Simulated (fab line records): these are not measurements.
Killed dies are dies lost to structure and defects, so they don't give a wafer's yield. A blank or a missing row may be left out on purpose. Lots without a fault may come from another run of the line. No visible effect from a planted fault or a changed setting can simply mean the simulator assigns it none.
Matching of chambers    flow n5-finfet    N5_BEOL_M1_STRIP_19 on rie-diel-04 has 4 sister chambers
The step strips in O2. 8 wafers are shown with their chamber, then 9 later ones without.

== WAFERS WITH THEIR CHAMBER ==
wafer   chamber  drypump-motor-current-A (A)  oes-product-au (a.u.)
L079.3  3        5.9                          0.74
L080.6  3        5.8                          0.73
L081.1  2        5.2                          0.87
L081.4  0        5.6                          0.94
L081.6  1        5.3                          0.76
L088.1  1        5.3                          0.74
L088.2  0        5.6                          0.92
L088.3  2        5.2                          0.85

== WAFERS MISSING THEIR CHAMBER ==
wafer   drypump-motor-current-A (A)  oes-product-au (a.u.)
L090.2  5.3                          0.74
L090.3  5.2                          0.86
L090.6  5.8                          0.73
L091.2  5.8                          0.71
L091.3  5.2                          0.85
L091.6  5.8                          0.72
L095.1  5.8                          0.72
L095.3  5.2                          0.83
L095.4  5.6                          0.88

== WHICH CHAMBER EACH ONE RAN IN ==
wafer   from the rows above  in truth
L090.2  1                    1
L090.3  2                    2
L090.6  3                    3
L091.2  3                    3
L091.3  2                    2
L091.6  3                    3
L095.1  3                    3
L095.3  2                    2
L095.4  0                    0
Placed correctly: 9 of 9. Can't be placed from these rows: 0. Placed wrongly: 0.
How it was worked out, from the rows above alone: a wafer's distance from a chamber is the root of the sum, over the readings, of the square of ((its reading less the chamber's mean) divided by the reading's scatter). The wafer belongs to the nearest chamber; if the next one is less than 2 further off, it can't be placed. For every chamber, the mean is computed from those of its wafers that are shown. The scatter: take each reading less its chamber's mean, square it, sum over the shown wafers, divide by the number of wafers less the number of chambers, and take the root.
